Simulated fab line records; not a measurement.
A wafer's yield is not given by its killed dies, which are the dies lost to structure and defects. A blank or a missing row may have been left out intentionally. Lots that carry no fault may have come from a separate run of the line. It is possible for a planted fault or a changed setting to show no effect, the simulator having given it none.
A lot that was struck, set against a sound lot | flow n5 finfet | 16 steps out of a route of 1938
Sound: the wafers L106.1, L106.2, L106.4. The struck wafers were L100.1, L100.3, L100.4. Last of all comes the cause.
At each step with rows: each side's tool, then ch and its chambers, then its first start. Under that, the readings that differ: sound wafers | struck wafers | difference of the means | sigmas: that difference in standard deviations of wafers without a fault.
alike: readings whose means differ by less than 2 such deviations, and words and numbers that are the same on both sides. not compared: withheld readings, readings that some wafer has no value for, bounds like >300 that may hide the same value, and numbers for which the record gives no deviation and whose values overlap.
The two part at a step that has a row with sigmas, a row that says differs or no value, or rows on one side only. Non-overlapping numbers with no deviation appear without sigmas and do not part them. A reading missing from all wafers of one side parts the sides only when that side holds two or more wafers.

N5_FIN_SAQP_INSPECT_18: inspects for defects (brightfield).
  struck on defect inspect-01, day 5 03:52; sound on defect inspect-02, day 6 15:45
  alike: raw defect count
N5_FIN_SAQP_DESCUM_21: chemistry O2, time 7.9 s.
  sound on rie diel-06 ch 0,1,2, day 6 15:50; struck on rie diel-06 ch 1,2, day 5 03:53
  alike: drypump motor current A, oes product au, rf fwd power W, rf vpp V, showerhead plenum p Torr, throttle valve pct
  not compared: rf hours counter h
N5_FIN_SAQP_ETCH_51: etches SiARC in CF4, target depth 45.5 nm, time 75.8 s.
  sound on rie diel-06 ch 0,1,2, day 6 15:52; struck on rie diel-06 ch 1,2, day 5 03:56
  alike: drypump motor current A, etch rf on time s, oes product au, rf fwd power W, rf vpp V, showerhead plenum p Torr, throttle valve pct
  not compared: rf hours counter h
then, 2 steps without rows for these wafers: N5_FIN_SAQP_ETCH_52 (etches SOC in N2/H2, target depth 100 nm, overetch 20 nm, time 150 s); N5_FIN_SAQP_STRIP_53 (strips in N2/H2).
N5_FIN_SAQP_HM_OPEN_73: chemistry CHF3/O2, target SiO2, stops on a-Si, target depth 12 nm, time 16.8 s.
  sound on rie diel-06 ch 0,1,2, day 6 16:02; struck on rie diel-06 ch 1,2, day 5 04:05
  alike: drypump motor current A, oes product au, rf fwd power W, rf vpp V, showerhead plenum p Torr, throttle valve pct
  not compared: rf hours counter h
then, 2 steps without rows for these wafers: N5_FIN_SAQP_STRIP_74 (strips in CHF3/O2); N5_FIN_SAQP_MANDREL_ETCH_22 (etches a-Si in HBr/Cl2, stops on SiNx, target depth 60 nm, bt time 10 s, time 30 s).
N5_FIN_SAQP_STRIP_55: strips in N2/H2.
  sound on rie diel-02 ch 0,2, day 6 16:14; struck on rie diel-04 ch 0,2,3, day 5 04:16
  alike: drypump motor current A, oes product au, rf vpp V, showerhead plenum p Torr, throttle valve pct
  not compared: rf hours counter h
then, 3 steps without rows for these wafers: N5_FIN_SAQP_STRIP_23 (strips in SPM, time 750 s); N5_FIN_SAQP_SRD_66 (time 30 s); N5_FIN_SAQP_RECESS_75 (chemistry HF/NH3, target SiO2, target depth 14.4 nm, afs cycles 3, sublimation time 60 s).
N5_FIN_SAQP_SPACER1_ALD_24: deposits SiO2, target thk 20.3 nm, pulse time 1 s, purge time 2 s.
  sound on ald sin-02 ch 0,1,3, day 6 16:56; struck on ald sin-04 ch 0,1,2, day 5 05:13
  reading                                           | sound                | struck               | difference | sigmas
  susceptor temp C (C)                              | 300.14 300.06 299.88 | 318.76 318.79 318.56 | +18.68     | +99 or more
  model.SiO2_of_FIN_SAQP_SPACER1_ALD_24.thk nm (nm) | 20.2 20.4 20.4       | 20 19.8 19.6         | -1         |
  alike: heater power outer w, heater power w, precursor pulse height rel
N5_FIN_SAQP_SPACER1_ETCHBACK_25: etches SiO2 in CHF3/O2, target depth 24.4 nm, time 12.2 s.
  sound on rie diel-06 ch 0,1,2, day 6 17:39; struck on rie diel-02 ch 0,1,2, day 5 05:56
  alike: drypump motor current A, oes product au, rf fwd power W, rf vpp V, showerhead plenum p Torr, throttle valve pct
  not compared: rf hours counter h
N5_FIN_SAQP_MANDREL1_REMOVE_56: chemistry HBr/Cl2/O2, target a-Si, stops on SiNx, bt time 10 s.
  sound on rie si-03 ch 0,2,3, day 6 17:44; struck on rie si-03 ch 1,2,3, day 5 06:01
  reading                   | sound          | struck       | difference | sigmas
  model.FIN_SAQP.cd nm (nm) | 20.4 20.4 20.6 | 20 19.8 19.6 | -1         |
  alike: drypump motor current A, oes product au, rf fwd power W, throttle valve pct
  not compared: rf hours counter h
N5_FIN_SAQP_CD_MEAS_27 targets a cd of 20 nm.
  sound on cd sem-02 ch 0, day 6 17:51; struck on cd sem-03 ch 0, day 5 06:08
  alike: cd nm

## WHERE THEY PART
Only at N5_FIN_SAQP_SPACER1_ALD_24, within this record. Later steps at which nothing parts them and some readings are alike: N5_FIN_SAQP_SPACER1_ETCHBACK_25, N5_FIN_SAQP_MANDREL1_REMOVE_56, N5_FIN_SAQP_CD_MEAS_27.

WHY: whatever the simulator had introduced
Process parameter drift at N5_FIN_SAQP_SPACER1_ALD_24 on ald sin-04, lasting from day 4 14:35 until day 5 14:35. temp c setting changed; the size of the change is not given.
